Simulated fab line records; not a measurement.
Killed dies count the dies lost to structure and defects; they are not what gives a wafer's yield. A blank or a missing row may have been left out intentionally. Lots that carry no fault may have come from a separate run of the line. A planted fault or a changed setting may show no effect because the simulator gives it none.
Split-lot experiment :: flow n5Finfet :: 39 wafers read from 7 lots, route of 1938 steps

## ABOUT THE SPLIT
At N5_BEOL_M11_VIA_ETCH_34 (etches SiCOH lowk in C4F6/O2, target depth 184.5 nm, time 69.2 s), the setting targetDepthA was moved away from the recipe's 1845 angstrom on 9 of the 39 wafers read, by -31.4% to +35.0%. The other wafers ran this setting at the recipe's value.

Reading taken at the split's own step.

## THE READING
SOC_of_BEOL_M11_COAT_63.thkNm (the simulator's own value, which no gauge read), in nm, at N5_BEOL_M11_VIA_ETCH_34 (etches SiCOH lowk in C4F6/O2, target depth 184.5 nm, time 69.2 s). There is no usual value for it anywhere in the file. The 30 wafers here that ran the recipe average 92.2 nm, standard deviation 0.26 nm.

wafer: L074.1
tool, chamber at the split: rieDiel-05, 0
targetDepthA as run, angstrom: 1845
against the recipe: recipe
SOC_of_BEOL_M11_COAT_63.thkNm, nm: 92
against lot-mates on the recipe: -

wafer: L074.2
tool, chamber at the split: rieDiel-05, 3
targetDepthA as run, angstrom: 1845
against the recipe: recipe
SOC_of_BEOL_M11_COAT_63.thkNm, nm: 92.2
against lot-mates on the recipe: -

wafer: L074.3
tool, chamber at the split: rieDiel-05, 2
targetDepthA as run, angstrom: 2490
against the recipe: +35.0%
SOC_of_BEOL_M11_COAT_63.thkNm, nm: 89
against lot-mates on the recipe: -3.1

wafer: L074.4
tool, chamber at the split: rieDiel-05, 3
targetDepthA as run, angstrom: 1845
against the recipe: recipe
SOC_of_BEOL_M11_COAT_63.thkNm, nm: 92.2
against lot-mates on the recipe: -

wafer: L074.5
tool, chamber at the split: rieDiel-05, 2
targetDepthA as run, angstrom: 2490
against the recipe: +35.0%
SOC_of_BEOL_M11_COAT_63.thkNm, nm: 89.2
against lot-mates on the recipe: -2.9

wafer: L074.6
tool, chamber at the split: rieDiel-05, 0
targetDepthA as run, angstrom: 2490
against the recipe: +35.0%
SOC_of_BEOL_M11_COAT_63.thkNm, nm: 89.6
against lot-mates on the recipe: -2.5

wafer: L081.2
tool, chamber at the split: rieDiel-05, 1
targetDepthA as run, angstrom: 1845
against the recipe: recipe
SOC_of_BEOL_M11_COAT_63.thkNm, nm: 92
against lot-mates on the recipe: -

wafer: L081.3
tool, chamber at the split: rieDiel-05, 3
targetDepthA as run, angstrom: 1845
against the recipe: recipe
SOC_of_BEOL_M11_COAT_63.thkNm, nm: 92.4
against lot-mates on the recipe: -

wafer: L081.4
tool, chamber at the split: rieDiel-05, 1
targetDepthA as run, angstrom: 1845
against the recipe: recipe
SOC_of_BEOL_M11_COAT_63.thkNm, nm: 92
against lot-mates on the recipe: -

wafer: L082.1
tool, chamber at the split: rieDiel-05, 1
targetDepthA as run, angstrom: 1845
against the recipe: recipe
SOC_of_BEOL_M11_COAT_63.thkNm, nm: 92
against lot-mates on the recipe: -

wafer: L082.2
tool, chamber at the split: rieDiel-05, 3
targetDepthA as run, angstrom: 1845
against the recipe: recipe
SOC_of_BEOL_M11_COAT_63.thkNm, nm: 92.6
against lot-mates on the recipe: -

wafer: L082.3
tool, chamber at the split: rieDiel-05, 2
targetDepthA as run, angstrom: 1845
against the recipe: recipe
SOC_of_BEOL_M11_COAT_63.thkNm, nm: 91.8
against lot-mates on the recipe: -

wafer: L082.4
tool, chamber at the split: rieDiel-05, 0
targetDepthA as run, angstrom: 1845
against the recipe: recipe
SOC_of_BEOL_M11_COAT_63.thkNm, nm: 92.2
against lot-mates on the recipe: -

wafer: L082.5
tool, chamber at the split: rieDiel-05, 0
targetDepthA as run, angstrom: 1845
against the recipe: recipe
SOC_of_BEOL_M11_COAT_63.thkNm, nm: 92.4
against lot-mates on the recipe: -

wafer: L082.6
tool, chamber at the split: rieDiel-05, 3
targetDepthA as run, angstrom: 1845
against the recipe: recipe
SOC_of_BEOL_M11_COAT_63.thkNm, nm: 92
against lot-mates on the recipe: -

wafer: L087.1
tool, chamber at the split: rieDiel-03, 0
targetDepthA as run, angstrom: 1845
against the recipe: recipe
SOC_of_BEOL_M11_COAT_63.thkNm, nm: 92
against lot-mates on the recipe: -

wafer: L087.2
tool, chamber at the split: rieDiel-03, 2
targetDepthA as run, angstrom: 1845
against the recipe: recipe
SOC_of_BEOL_M11_COAT_63.thkNm, nm: 92
against lot-mates on the recipe: -

wafer: L087.3
tool, chamber at the split: rieDiel-03, 1
targetDepthA as run, angstrom: 1845
against the recipe: recipe
SOC_of_BEOL_M11_COAT_63.thkNm, nm: 92.6
against lot-mates on the recipe: -

wafer: L087.4
tool, chamber at the split: rieDiel-03, 3
targetDepthA as run, angstrom: 1845
against the recipe: recipe
SOC_of_BEOL_M11_COAT_63.thkNm, nm: 91.8
against lot-mates on the recipe: -

wafer: L087.5
tool, chamber at the split: rieDiel-03, 3
targetDepthA as run, angstrom: 1845
against the recipe: recipe
SOC_of_BEOL_M11_COAT_63.thkNm, nm: 92.4
against lot-mates on the recipe: -

wafer: L087.6
tool, chamber at the split: rieDiel-03, 2
targetDepthA as run, angstrom: 1845
against the recipe: recipe
SOC_of_BEOL_M11_COAT_63.thkNm, nm: 92
against lot-mates on the recipe: -

wafer: L088.1
tool, chamber at the split: rieDiel-04, 0
targetDepthA as run, angstrom: 1845
against the recipe: recipe
SOC_of_BEOL_M11_COAT_63.thkNm, nm: 92.6
against lot-mates on the recipe: -

wafer: L088.2
tool, chamber at the split: rieDiel-04, 3
targetDepthA as run, angstrom: 1845
against the recipe: recipe
SOC_of_BEOL_M11_COAT_63.thkNm, nm: 92
against lot-mates on the recipe: -

wafer: L088.3
tool, chamber at the split: rieDiel-04, 1
targetDepthA as run, angstrom: 1845
against the recipe: recipe
SOC_of_BEOL_M11_COAT_63.thkNm, nm: 92.4
against lot-mates on the recipe: -

wafer: L088.4
tool, chamber at the split: rieDiel-04, 2
targetDepthA as run, angstrom: 1845
against the recipe: recipe
SOC_of_BEOL_M11_COAT_63.thkNm, nm: 92.2
against lot-mates on the recipe: -

wafer: L088.5
tool, chamber at the split: rieDiel-04, 1
targetDepthA as run, angstrom: 1845
against the recipe: recipe
SOC_of_BEOL_M11_COAT_63.thkNm, nm: 92.6
against lot-mates on the recipe: -

wafer: L088.6
tool, chamber at the split: rieDiel-04, 0
targetDepthA as run, angstrom: 1845
against the recipe: recipe
SOC_of_BEOL_M11_COAT_63.thkNm, nm: 92.2
against lot-mates on the recipe: -

wafer: L093.1
tool, chamber at the split: rieDiel-03, 0
targetDepthA as run, angstrom: 1467
against the recipe: -20.5%
SOC_of_BEOL_M11_COAT_63.thkNm, nm: 93.6
against lot-mates on the recipe: +1.5

wafer: L093.2
tool, chamber at the split: rieDiel-03, 1
targetDepthA as run, angstrom: 1845
against the recipe: recipe
SOC_of_BEOL_M11_COAT_63.thkNm, nm: 92.2
against lot-mates on the recipe: -

wafer: L093.3
tool, chamber at the split: rieDiel-03, 3
targetDepthA as run, angstrom: 1845
against the recipe: recipe
SOC_of_BEOL_M11_COAT_63.thkNm, nm: 91.8
against lot-mates on the recipe: -

wafer: L093.4
tool, chamber at the split: rieDiel-03, 2
targetDepthA as run, angstrom: 1467
against the recipe: -20.5%
SOC_of_BEOL_M11_COAT_63.thkNm, nm: 94.4
against lot-mates on the recipe: +2.3

wafer: L093.5
tool, chamber at the split: rieDiel-03, 3
targetDepthA as run, angstrom: 1467
against the recipe: -20.5%
SOC_of_BEOL_M11_COAT_63.thkNm, nm: 93.6
against lot-mates on the recipe: +1.5

wafer: L093.6
tool, chamber at the split: rieDiel-03, 0
targetDepthA as run, angstrom: 1845
against the recipe: recipe
SOC_of_BEOL_M11_COAT_63.thkNm, nm: 92.4
against lot-mates on the recipe: -

wafer: L092.1
tool, chamber at the split: rieDiel-05, 1,2
targetDepthA as run, angstrom: 1265
against the recipe: -31.4%
SOC_of_BEOL_M11_COAT_63.thkNm, nm: 94.4
against lot-mates on the recipe: +2.5

wafer: L092.2
tool, chamber at the split: rieDiel-05, 1,2
targetDepthA as run, angstrom: 1265
against the recipe: -31.4%
SOC_of_BEOL_M11_COAT_63.thkNm, nm: 94.4
against lot-mates on the recipe: +2.5

wafer: L092.3
tool, chamber at the split: rieDiel-05, 3
targetDepthA as run, angstrom: 1845
against the recipe: recipe
SOC_of_BEOL_M11_COAT_63.thkNm, nm: 92
against lot-mates on the recipe: -

wafer: L092.4
tool, chamber at the split: rieDiel-05, 0
targetDepthA as run, angstrom: 1845
against the recipe: recipe
SOC_of_BEOL_M11_COAT_63.thkNm, nm: 91.8
against lot-mates on the recipe: -

wafer: L092.5
tool, chamber at the split: rieDiel-05, 1
targetDepthA as run, angstrom: 1265
against the recipe: -31.4%
SOC_of_BEOL_M11_COAT_63.thkNm, nm: 94.4
against lot-mates on the recipe: +2.5

wafer: L092.6
tool, chamber at the split: rieDiel-05, 2
targetDepthA as run, angstrom: 1845
against the recipe: recipe
SOC_of_BEOL_M11_COAT_63.thkNm, nm: 91.8
against lot-mates on the recipe: -
The file does not say which wafer passed through which chamber wherever a row lists several chambers: such a row stands for several wafers.

THE FIT
A straight line over all 39 wafers: SOC_of_BEOL_M11_COAT_63.thkNm changes by -0.0787 nm for each +1% of targetDepthA; r = -0.97; the points scatter about the line by 0.28 nm.
The same after taking each lot's own level away (the mean of its wafers on the recipe; 39 wafers): -0.0819 nm for each +1%; r = -0.98; scatter 0.24 nm.
Per that fit: largest targetDepthA move, reading shift of 2.9 nm.
Across the lots, their own levels run from 91.87 to 92.33 nm, a range of 1.8 times the standard deviation given above.
The two slopes agree, so the slope changes little with the lot-to-lot level.
Check: with one of the wafers moved furthest among these (+35.0%) left out of the fit, the line predicts -2.8 nm for it against its lot-mates. Against them it came out at -3.13 nm.

## THE WHOLE CHAIN: every reading that the file lists as answering this split, in the file's order
step: N5_BEOL_M11_VIA_ETCH_34
what it does: etches SiCOH lowk in C4F6/O2, target depth 184.5 nm, time 69.2 s
reading: etch.depthNm (the simulator's own value, which no gauge read)
change (the file's fit): +1.88 nm for each +1% of the setting
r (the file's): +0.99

step: N5_BEOL_M11_VIA_ETCH_34
what it does: etches SiCOH lowk in C4F6/O2, target depth 184.5 nm, time 69.2 s
reading: SOC_of_BEOL_M11_COAT_63.thkNm (the simulator's own value, which no gauge read)
change (the file's fit): -0.0819 nm for each +1% of the setting
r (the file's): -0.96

## THE FILE'S OWN FIT
SOC_of_BEOL_M11_COAT_63.thkNm changes by -0.0819 nm for each +1% of targetDepthA, r = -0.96.
